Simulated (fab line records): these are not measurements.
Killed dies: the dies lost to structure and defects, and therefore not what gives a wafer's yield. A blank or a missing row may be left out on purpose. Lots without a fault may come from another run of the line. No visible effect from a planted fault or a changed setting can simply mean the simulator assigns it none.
Chamber matching    flow nand harc    NHARC_A_STAIRCASE_CMP_472 on cmp-03 has 4 sister chambers
The step polishes SiO2. 4 wafers are shown with their chamber, then 10 later ones without.

WAFERS PAIRED WITH THEIR CHAMBERS
wafer   chamber  motor current A (A)
L082.4  2        11.3
L088.1  1        14.2
L093.1  3        12.9
L093.2  0        12.0

WAFERS WHOSE CHAMBER IS MISSING
wafer   motor current A (A)
L093.6  12.1
L094.1  11.7
L094.2  12.7
L094.6  11.8
L095.2  12.9
L095.4  11.2
L095.5  11.7
L097.1  11.5
L097.3  12.3
L097.6  11.4

WHICH CHAMBER EACH ONE RAN IN
wafer    from the rows above       in truth
L093.6   0                         0
L094.1   can't be placed: 0 or 2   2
L094.2   3                         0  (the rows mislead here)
L094.6   can't be placed: 0 or 2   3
L095.2   3                         3
L095.4   2                         2
L095.5   can't be placed: 0 or 2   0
L097.1   can't be placed: 2 or 0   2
L097.3   can't be placed: 0 or 3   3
L097.6   2                         2
Correct placement for 4 of the 10. From these rows, 5 cannot be placed; in 4 the true chamber is one of the candidates. Wrongly placed: 1.
How it was worked out, from the rows above alone: a wafer's distance from a chamber is the root of the sum, over the readings, of the square of ((its reading less the chamber's mean) divided by the reading's scatter). If the next closest chamber is less than 2 further off than the closest, the wafer can't be placed; otherwise it belongs to the closest. The mean given for a chamber averages the wafers shown for that chamber. The scatter: root of mean squared gap, hidden wafer to nearest shown wafer, with one shown wafer a chamber.
